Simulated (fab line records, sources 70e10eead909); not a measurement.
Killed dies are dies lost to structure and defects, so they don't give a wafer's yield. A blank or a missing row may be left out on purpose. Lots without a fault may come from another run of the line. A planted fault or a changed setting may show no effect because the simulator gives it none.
Chamber matching | flow nand_harc | NHARC_P_M2_ETCH_15 on rie_diel-02: 4 sister chambers
The step etches the open film in C4F8/Ar, target depth 182.5 nm, time 91.2 s. 7 wafers are shown with their chamber, then 9 later ones without.

WAFERS WITH THEIR CHAMBER
wafer  | chamber | rf_vpp_V (V) | oes_product_au (a.u.)
L962.3 | 0       | 443.3        | 0.956
L975.2 | 1       | 441.6        | 0.972
L975.3 | 3       | 444.4        | 0.986
L975.6 | 1       | 439.5        | 0.972
L981.4 | 2       | 438.0        | 0.947
L981.5 | 3       | 445.1        | 0.936
L981.6 | 2       | 437.8        | 0.948

WAFERS WITHOUT THEIR CHAMBER
wafer  | rf_vpp_V (V) | oes_product_au (a.u.)
L982.2 | 444.8        | 0.961
L982.3 | 437.9        | 0.982
L982.4 | 442.8        | 0.954
L984.4 | 438.4        | 0.981
L984.5 | 439.8        | 0.966
L984.6 | 443.5        | 0.951
L985.2 | 437.7        | 0.942
L985.4 | 441.3        | 0.932
L985.6 | 443.0        | 0.925

WHICH CHAMBER EACH WENT THROUGH
wafer  | from the rows above               | in truth
L982.2 | can't be placed: 3 or 0           | 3
L982.3 | can't be placed: 2 or 1           | 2
L982.4 | can't be placed: 0 or 3           | 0
L984.4 | can't be placed: 2 or 1           | 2
L984.5 | can't be placed: 1 or 2           | 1
L984.6 | can't be placed: 0 or 3           | 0
L985.2 | 2                                 | 2
L985.4 | can't be placed: 1 or 0 or 2 or 3 | 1
L985.6 | can't be placed: 0 or 3 or 1      | 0
Placed correctly: 1 of 9. Can't be placed from these rows: 8 (the true chamber is among the candidates in 8). Placed wrongly: 0.
How it was worked out, from the rows above alone: a wafer's distance from a chamber is the root of the sum, over the readings, of the square of ((its reading less the chamber's mean) divided by the reading's scatter). The wafer belongs to the nearest chamber; if the next one is less than 2 further off, it can't be placed. A chamber's mean is the mean of its shown wafers. The scatter: the root of (the sum of the squares of (reading less its chamber's mean) over the shown wafers, divided by (wafers less chambers)).
